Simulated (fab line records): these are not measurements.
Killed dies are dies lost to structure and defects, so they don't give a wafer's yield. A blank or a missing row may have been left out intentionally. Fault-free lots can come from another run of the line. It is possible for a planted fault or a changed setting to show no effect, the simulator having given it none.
A single fault, viewed from 2 desks	flow n5 finfet	what lay behind the numbers comes last; until then each desk has only its own

FOR THE TOOL OWNER'S DESK: euv scanner-02
The tool's own readings at N5_BEOL_M5_EXPOSE_08 (exposes mask M5, target cd 28 nm): means of the sampled wafers that have a number, for each lot that ran on this tool. Any lot whose mean is over 4 standard deviations away from the usual mean is out of limits and marked OUT; that distance is given in the brackets.
Columns: A = exposure dose mJ cm2 at N5_BEOL_M5_EXPOSE_08, usual 35.70; B = focus offset nm at N5_BEOL_M5_EXPOSE_08, usual 0.0 nm
lot	first seen here	A	B
L654	day 8 11:53	35.59	-0.1
L655	day 8 11:55	35.64	-0.6
L658	day 9 11:14	35.66	0.2
L659	day 9 14:37	35.66	0.4
L664	day 10 16:47	35.67	-0.2
L665	day 10 19:05	34.90 (-14) OUT	-0.4
L669	day 11 16:33	35.06 (-11) OUT	-0.6
This desk finds L665, L669 out of limits, L665 being first, at day 10 19:05 (exposure dose mJ cm2 at N5_BEOL_M5_EXPOSE_08). In limits: L654, L655, L658, L659, L664.

THE DEFECT DESK
Per lot, the means of the sampled wafers with a number show what the inspections along the route counted. Any lot whose mean is over 4 standard deviations away from the usual mean is out of limits and marked OUT; that distance is given in the brackets.
Columns: A = raw defect count at N5_BEOL_M5_INSPECT_13, usual 438
lot	first seen here	A
L654	day 8 12:05	409
L655	day 8 12:08	388
L658	day 9 11:28	269
L661	day 9 14:40	468
L659	day 9 14:49	445
L664	day 10 16:59	505
L663	day 10 17:13	556
L665	day 10 19:17	429
L669	day 11 16:45	424
L675	day 13 07:14	324
L676	day 13 14:11	302
L677	day 13 14:15	330
This desk's finding: nothing out of limits on any of the 12 lots.

TAKEN TOGETHER
An alarm could have come from the tool owner's desk at day 10 19:05, on L665, L669.
No out-of-limits result turned up at the defect desk.
The defect desk has L665, L669 on record, within its limits.
Of the lots named, all ran N5_BEOL_M5_EXPOSE_08 on euv scanner-02.

WHAT HAD BEEN PUT IN BY THE SIMULATOR
Process parameters drifting: euv scanner-02 at N5_BEOL_M5_EXPOSE_08, beginning at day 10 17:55. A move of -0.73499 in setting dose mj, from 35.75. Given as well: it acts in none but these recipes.
Struck lots among those shown: L665, L669.
Hours from the fault's start to each desk's first reading out of limits: the tool owner's desk, 1.
